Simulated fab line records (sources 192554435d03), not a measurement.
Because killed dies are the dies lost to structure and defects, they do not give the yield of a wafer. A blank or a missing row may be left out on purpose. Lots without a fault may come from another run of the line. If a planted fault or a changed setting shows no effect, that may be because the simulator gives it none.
Which tool did it? ; flow n5_finfet ; 8 lots with 24 wafers sampled at 6 steps, on a route of 1938 steps

## WHAT EACH GAUGE READ, for each wafer
N5_PMOS_HMC_CHANNEL_EPI_THK_MEAS_22. Usual: HMC_CMP_THK gives 53.9 nm (standard deviation 0.62).
lot;measured;on;HMC_CMP_THK (nm);flag
L678;day 3 01:50;film_metro-01;53.2 54.0 54.2;
L682;day 4 01:31;film_metro-01;57.9 55.0 56.6;OFF
L686;day 5 01:13;film_metro-01;53.5 54.4 53.1;
L691;day 6 07:59;film_metro-01;53.0 54.6 53.8;
L692;day 6 13:46;film_metro-01;52.7 54.3 54.0;
L694;day 7 02:12;film_metro-01;54.2 53.0 54.0;
L695;day 7 07:56;film_metro-01;53.5 54.0 54.1;
L696;day 7 14:40;film_metro-02;54.3 54.1 54.3;

N5_PMOS_HMC_CHANNEL_EPI_INSPECT_30: inspects for defects (darkfield). Usual: raw_defect_count at 18, with a standard deviation of 5.8.
lot;measured;on;raw_defect_count;flag
L678;day 3 02:19;defect_inspect-02;9 13 20;
L682;day 4 02:06;defect_inspect-01;24 26 16;
L686;day 5 01:41;defect_inspect-02;18 18 16;
L691;day 6 08:28;defect_inspect-01;25 17 19;
L692;day 6 14:14;defect_inspect-02;11 14 21;
L694;day 7 02:47;defect_inspect-02;17 7 12;
L695;day 7 08:26;defect_inspect-01;20 19 9;
L696;day 7 15:10;defect_inspect-02;13 10 13;

N5_BEOL_M4_RC_MEAS_101. Usual: CJ_P 5.81, standard deviation 0.14; DIBL_N 36.4 mV/V, standard deviation 1.3; DIBL_P 36.5 mV/V, standard deviation 1.7; IOFF_N 0.154 nA/um, standard deviation 0.022; IOFF_P 0.202 nA/um, standard deviation 0.025; ION_N 671 uA/um, standard deviation 9.8; ION_P 460 uA/um, standard deviation 6.8; SS_N 71.6 mV/dec, standard deviation 0.54; SS_P 73.4 mV/dec, standard deviation 0.58; VT_N 250.9 mV, standard deviation 2.8; VT_P -251.4 mV, standard deviation 2.7.
lot;measured;on;CJ_P;DIBL_N (mV/V);DIBL_P (mV/V);IOFF_N (nA/um);IOFF_P (nA/um);ION_N (uA/um);ION_P (uA/um);SS_N (mV/dec);SS_P (mV/dec);VT_N (mV);VT_P (mV);flag
L678;day 9 02:28;prober-02;5.86 5.79 5.62;36.6 36.0 35.3;37.2 36.3 35.5;0.147 0.145 0.134;0.204 0.201 0.183;679 694 665;463 469 460;72.0 71.6 71.7;73.4 72.9 73.3;249.0 250.9 251.9;-249.7 -250.8 -252.3;
L682;day 10 08:23;prober-01;4.71 5.57 5.37;36.8 34.7 35.9;37.9 35.0 36.8;0.163 0.129 0.149;0.215 0.174 0.202;674 655 672;461 453 469;71.6 71.5 71.7;73.3 73.2 73.3;249.0 253.7 250.0;-249.2 -253.0 -249.6;OFF
L686;day 10 14:43;prober-02;5.97 5.71 5.96;36.2 35.1 34.2;36.7 35.4 33.9;0.164 0.143 0.132;0.205 0.187 0.176;681 671 671;464 459 458;71.7 71.8 71.3;72.6 72.5 72.5;250.9 252.5 251.3;-250.8 -251.6 -253.4;
L691;day 12 06:35;prober-02;5.85 5.69 5.94;38.0 37.6 37.0;37.3 37.1 36.4;0.181 0.163 0.157;0.232 0.225 0.221;661 672 671;451 461 463;72.6 72.0 71.7;73.1 73.5 73.4;249.9 252.3 250.5;-248.6 -251.1 -250.3;
L692;day 12 18:36;prober-01;6.12 5.80 5.89;35.8 38.0 36.2;35.5 37.1 35.9;0.135 0.161 0.139;0.225 0.260 0.243;662 656 655;466 461 458;70.9 72.7 71.7;73.0 73.9 73.3;253.4 249.9 252.5;-250.0 -247.8 -245.9;
L694;day 12 23:37;prober-02;5.93 6.07 5.96;38.7 37.7 38.3;40.7 40.3 41.4;0.203 0.184 0.213;0.250 0.238 0.267;671 675 679;462 457 461;73.0 72.1 72.4;74.1 74.4 73.9;248.8 249.9 248.1;-248.9 -249.7 -247.8;
L695;day 13 22:59;prober-01;5.90 5.76 5.67;34.7 35.0 35.2;34.7 35.3 36.0;0.130 0.134 0.145;0.191 0.199 0.215;662 679 672;459 466 464;71.6 70.6 71.2;72.5 72.7 72.4;253.3 251.0 250.8;-251.2 -248.1 -249.1;
L696;day 13 17:35;prober-01;5.71 5.79 5.68;36.1 37.4 37.3;37.4 38.9 38.9;0.157 0.189 0.187;0.192 0.220 0.211;677 685 669;453 465 455;71.5 71.6 71.8;73.3 74.2 73.7;247.4 245.6 248.7;-252.0 -250.3 -251.6;

## WHICH TOOL RAN EACH LOT (tool, then ch and the chambers of the sampled wafers, then the start)
lot;N5_PMOS_HMC_CHANNEL_EPI_HM_OPEN_15;N5_PMOS_HMC_CHANNEL_EPI_FIN_RECESS_16;N5_PMOS_HMC_CHANNEL_EPI_EPI_26
L678;rie_diel-04 ch 0,1, day 2 23:40;rie_si-02 ch 1,2,3, day 3 00:02;epi_rpcvd-04 ch 0, day 3 02:00
L682;rie_diel-03 ch 1,2,3, day 3 23:20;rie_si-02 ch 1,2,3, day 3 23:43;epi_rpcvd-01 ch 0, day 4 01:42
L686;rie_diel-01 ch 0,1, day 4 23:01;rie_si-04 ch 1,2,3, day 4 23:25;epi_rpcvd-02 ch 0, day 5 01:19
L691;rie_diel-01 ch 1,2, day 6 05:48;rie_si-04 ch 0,1, day 6 06:11;epi_rpcvd-04 ch 0, day 6 08:08
L692;rie_diel-04 ch 0,1,2, day 6 11:35;rie_si-04 ch 0,1,2, day 6 11:58;epi_rpcvd-01 ch 0, day 6 13:52
L694;rie_diel-03 ch 0,2, day 6 23:35;rie_si-04 ch 1,2,3, day 6 23:59;epi_rpcvd-04 ch 0, day 7 02:26
L695;rie_diel-04 ch 1,2, day 7 05:40;rie_si-02 ch 2,3, day 7 06:03;epi_rpcvd-02 ch 0, day 7 08:09
L696;rie_diel-04 ch 1,2,3, day 7 11:50;rie_si-06 ch 0,1,2, day 7 12:28;epi_rpcvd-02 ch 0, day 7 14:47
- N5_PMOS_HMC_CHANNEL_EPI_HM_OPEN_15: chemistry CHF3/O2, target SiO2, target depth 40.6 nm, time 20.3 s.
- N5_PMOS_HMC_CHANNEL_EPI_FIN_RECESS_16: chemistry HBr/Cl2, target Si, target depth 54 nm, time 18 s.
- N5_PMOS_HMC_CHANNEL_EPI_EPI_26: deposits Si from SiH4/H2, target thk 3.8 nm, time 22.7 s.

## WHAT THE TOOLS THEMSELVES READ (means of the sampled wafers that have a number; where no wafer has one, the mark that the record gives instead)
N5_PMOS_HMC_CHANNEL_EPI_HM_OPEN_15. Usual: bias_w 170.0 W, standard deviation 0.53; drypump_motor_current_A 5.6 A, standard deviation 0.42; mfc_ar_sccm 200.0 sccm, standard deviation 0.59; oes_product_au 0.82 a.u., standard deviation 0.1; rf_vpp_V 525 V, standard deviation 5.9; showerhead_plenum_p_Torr 2.43 Torr, standard deviation 0.091; throttle_valve_pct 18.91 %, standard deviation 0.23.
lot;tool;bias_w (W);drypump_motor_current_A (A);mfc_ar_sccm (sccm);oes_product_au (a.u.);rf_vpp_V (V);showerhead_plenum_p_Torr (Torr);throttle_valve_pct (%);flag
L678;rie_diel-04;169.9;5.7;200.3;0.82;531;2.40;18.69;
L682;rie_diel-03;170.1;5.3;199.9;0.90;522;2.46;18.96;
L686;rie_diel-01;169.7;5.7;199.8;0.92;530;2.56;18.51;
L691;rie_diel-01;170.1;5.7;199.9;0.77;526;2.45;18.84;
L692;rie_diel-04;169.9;5.8;200.1;0.74;530;2.44;18.93;
L694;rie_diel-03;170.5;5.3;200.2;0.75;517;2.37;19.16;
L695;rie_diel-04;169.8;5.7;200.0;0.79;526;2.39;18.74;
L696;rie_diel-04;169.6;6.0;199.8;0.75;523;2.37;18.88;

N5_PMOS_HMC_CHANNEL_EPI_FIN_RECESS_16. Usual: bias_w 75.00 W, standard deviation 0.22; drypump_motor_current_A 5.6 A, standard deviation 0.38; oes_product_au 0.995 a.u., standard deviation 0.012; throttle_valve_pct 35.54 %, standard deviation 0.25.
lot;tool;bias_w (W);drypump_motor_current_A (A);oes_product_au (a.u.);throttle_valve_pct (%);flag
L678;rie_si-02;75.13;5.6;0.997;35.44;
L682;rie_si-02;74.98;5.6;1.004;35.43;
L686;rie_si-04;75.01;5.3;0.986;35.57;
L691;rie_si-04;75.32;5.2;0.986;35.66;
L692;rie_si-04;75.01;5.4;0.987;35.67;
L694;rie_si-04;74.95;5.3;0.990;35.59;
L695;rie_si-02;75.13;5.8;1.008;35.34;
L696;rie_si-06;74.84;5.7;1.003;35.44;

N5_PMOS_HMC_CHANNEL_EPI_EPI_26. Usual: lamp_inner_pct 14.4 %, standard deviation 0.69; susceptor_temp_C_max 651.4, standard deviation 0.51; throttle_valve_pct 11.1 %, standard deviation 0.39.
lot;tool;lamp_inner_pct (%);susceptor_temp_C_max;throttle_valve_pct (%);flag
L678;epi_rpcvd-04;15.3;651.2;11.8;
L682;epi_rpcvd-01;14.4;651.9;11.0;
L686;epi_rpcvd-02;13.7;651.0;10.7;
L691;epi_rpcvd-04;15.2;651.1;11.7;
L692;epi_rpcvd-01;14.4;651.8;11.2;
L694;epi_rpcvd-04;15.2;650.9;11.6;
L695;epi_rpcvd-02;13.5;651.4;10.6;
L696;epi_rpcvd-02;13.5;651.1;10.7;

## THE ANSWER, worked out from the rows above alone
Rule: lot off if the mean of its wafers having a number is beyond 3 standard deviations from the usual mean. A lot without any number at a reading at which 4 lots or more have one is off too. All remaining lots with rows at the step are treated as sound. The gauges are gone through in route order, then the tools' own readings, and for those a lot's mean is taken as printed above. At the first step where some lot is off, the reading lying furthest off is the one used; lots without a number count as furthest.
Off: at N5_PMOS_HMC_CHANNEL_EPI_THK_MEAS_22 (HMC_CMP_THK), L682.
If a tool, at a process step before that reading, ran all the lots that are off and no sound lot after the first of them, it fits. Not tried: the gauges at N5_PMOS_HMC_CHANNEL_EPI_THK_MEAS_22; whatever is off there is also off at N5_BEOL_M4_RC_MEAS_101, on other tools, and gauge error can't account for it. Of those tried, none fits.

## WHAT THE SIMULATOR PUT IN
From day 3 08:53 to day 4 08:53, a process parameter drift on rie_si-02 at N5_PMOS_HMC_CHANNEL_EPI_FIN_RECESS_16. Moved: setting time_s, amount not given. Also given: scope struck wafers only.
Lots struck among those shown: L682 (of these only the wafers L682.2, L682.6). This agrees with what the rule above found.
